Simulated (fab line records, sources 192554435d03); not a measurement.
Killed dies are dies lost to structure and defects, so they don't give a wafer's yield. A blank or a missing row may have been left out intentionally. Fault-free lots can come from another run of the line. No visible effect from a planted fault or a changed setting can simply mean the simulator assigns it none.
A lot that was struck, set against a sound lot	flow n5-finfet	40 steps out of a route of 1938
Sound: wafers L443.2, L443.3, L443.6. Wafers struck: L450.1, L450.2, L450.5. At the end, the cause is stated.
Per side, at each step with rows, come the tool, then ch with its chambers, and then its first start. Under that, the readings that differ: sound wafers	struck wafers	difference of the means	sigmas: that difference in standard deviations of wafers without a fault.
alike: readings whose means differ by less than 2 such deviations, and words and numbers that are the same on both sides. not compared: withheld readings, readings that some wafer has no value for, bounds like >300 that may hide the same value, and numbers for which the record gives no deviation and whose values overlap.
The two part at a step that has a row with sigmas, a row that says differs or no value, or rows on one side only. Numbers that have no deviation but don't overlap get no sigmas and don't part them. A reading missing from all wafers of one side parts the sides only when that side holds two or more wafers.

first, 11 steps without rows for these wafers: N5_HKMG_FIN_STRIP_60 (strips in N2/H2, time 360 s); N5_HKMG_FIN_WET_ETCH_77 (etches La2O3 in dHCl, stops on HfO2, target depth 2 nm); N5_HKMG_FIN_WET_ETCH_78 (etches Al2O3 in dNH4OH, stops on La2O3, target depth 4.5 nm, rinse time 30 s); N5_HKMG_FIN_ALD_79 (deposits TiN, target thk 1.5 nm, pulse time 1 s, purge time 3 s); N5_HKMG_FIN_CVD_62 (deposits a-Si from Si2H6, target thk 3 nm, time 20.8 s); N5_HKMG_FIN_RTA_80 (time 2 s); N5_HKMG_FIN_PRECLEAN_64 (cleans in dHF, time 30 s); N5_HKMG_FIN_WET_ETCH_65 (etches a-Si in TMAH, stops on TiN, time 49 s, target depth 3 nm); N5_HKMG_FIN_WET_ETCH_81 (etches TiN in SC1, stops on HfO2, time 57 s, target depth 6 nm); N5_HKMG_FIN_WET_ETCH_82 (etches La2O3 in dHCl, stops on HfO2, target depth 2 nm, rinse time 30 s); N5_HKMG_FIN_ALD_36 (deposits TiN, target thk 1 nm, pulse time 1 s, purge time 3 s).
N5_HKMG_FIN_PWFM_ALD_03: deposits TiN, target thk 2 nm, pulse time 1 s, purge time 3 s.
  sound on ald-metal-02 ch 0,2,3, day 4 01:16; struck on ald-metal-02 ch 1,2,3, day 5 20:38
  no value came back on the struck wafers for any of 5 readings (ald-cycles, chamber-pressure-Torr (Torr) and others); on the sound wafers ald-cycles reads 91 91 91
then, 26 steps without rows for these wafers: N5_HKMG_FIN_COAT_29 (time 60 s, resist thk 300 nm); N5_HKMG_FIN_COAT_30 (time 60 s, resist thk 35 nm); N5_HKMG_FIN_COAT_06 (resist thk 90 nm); N5_HKMG_FIN_EBR_08; N5_HKMG_FIN_SOFTBAKE_07 (time 60 s); N5_HKMG_FIN_EXPOSE_09 (exposes mask NWFM); N5_HKMG_FIN_PEB_10 (peb time 60 s); N5_HKMG_FIN_DEVELOP_11 (develop time 30 s); N5_HKMG_FIN_DESCUM_17 (chemistry O2, time 7.9 s); N5_HKMG_FIN_ETCH_31 (etches SiARC in CF4, target depth 45.5 nm, time 75.8 s); N5_HKMG_FIN_ETCH_32 (etches SOC in N2/H2, target depth 240 nm, time 300 s); N5_HKMG_FIN_STRIP_33 (strips in N2/H2); N5_HKMG_FIN_STRIP_34 (strips in CF4); N5_HKMG_FIN_ETCH_35 (etches SOC in N2/H2, target depth 215.8 nm, time 243.4 s); N5_HKMG_FIN_STRIP_92 (strips SOC in N2/H2, time 20 s); N5_HKMG_FIN_WET_ETCH_18 (etches TiN in SC1, time 55 s, target depth 5.2 nm, rinse time 30 s); N5_HKMG_FIN_STRIP_19 (strips in N2/H2, time 360 s); N5_HKMG_FIN_ALD_91 (deposits TiN, target thk 1 nm, pulse time 1 s, purge time 3 s); N5_HKMG_FIN_COAT_85 (time 60 s, resist thk 300 nm); N5_HKMG_FIN_ETCH_86 (etches SOC in N2/H2, stops on TiN, target depth 393.2 nm); N5_HKMG_FIN_STRIP_89 (strips SOC in N2/H2, time 20 s); N5_HKMG_FIN_WET_ETCH_87 (etches TiN in SC1, time 154.2 s, target depth 4.7 nm, rinse time 30 s); N5_HKMG_FIN_STRIP_88 (strips in N2/H2, time 360 s); N5_HKMG_FIN_NWFM_ALD_20 (deposits TiAlC, target thk 2 nm, pulse time 3 s, purge time 2 s); N5_HKMG_FIN_ALD_71 (deposits TiN, target thk 1 nm, pulse time 1 s, purge time 3 s); N5_HKMG_FIN_COAT_66 (time 60 s, resist thk 300 nm).
-- here the record skips 4 days between the struck wafers' starts before and after, leaving off in module HKMG_FIN and picking up in module BEOL_M4 (first step shown: number 1111 of the route) --
N5_BEOL_M4_RC_MEAS_101:
  sound on prober-02 ch 0, day 7 20:58; struck on prober-01 ch 0, day 9 18:40
reading	sound	struck	difference	sigmas
IOFF_P (nA/um)	0.18 0.21 0.17	0.00 0.00 0.00	-0.19	-6
IOFF_P_85C (nA/um)	3.3 3.7 3.2	0.1 0.1 0.1	-3.3	-7
IOFF_P_LIN (nA/um)	0.089 0.099 0.086	0.002 0.002 0.002	-0.089	-7
IOFF_P_LONG (nA/um)	9.5e-05 9.8e-05 0.000101	4e-05 4.3e-05 4e-05	-6e-05	-7
ION_P (uA/um)	451 459 458	297 288 296	-162	-22
VT_P (mV)	-252 -251 -252	-358 -365 -366	-111	-32
VT_P_LONG (mV)	-280.9 -278.4 -278.8	-385.2 -386.2 -385.9	-106.4	-35
VT_P_LVT (mV)	-100.9 -98.8 -100.8	-207.2 -212.3 -208.7	-109.2	-38
  alike: DIBL_N, DIBL_P, IOFF_N, ION_N, SS_N, SS_P, VT_N
-- here the record skips 4 days between the struck wafers' starts before and after, leaving off in module BEOL_M4 and picking up in module PASSIVATION (first step shown: number 1936 of the route) --
N5_PASSIVATION_PROBE_49:
  only the struck wafers here have rows in the record (prober-02, day 13 17:59); the sound ones have none

WHERE THEY PART
At N5_HKMG_FIN_PWFM_ALD_03 first; at N5_PASSIVATION_PROBE_49 last (within this record only).

WHY: the cause the simulator had injected
At N5_HKMG_FIN_PWFM_ALD_03, the step was skipped entirely on ald-metal-02 from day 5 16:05 on. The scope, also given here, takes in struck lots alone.
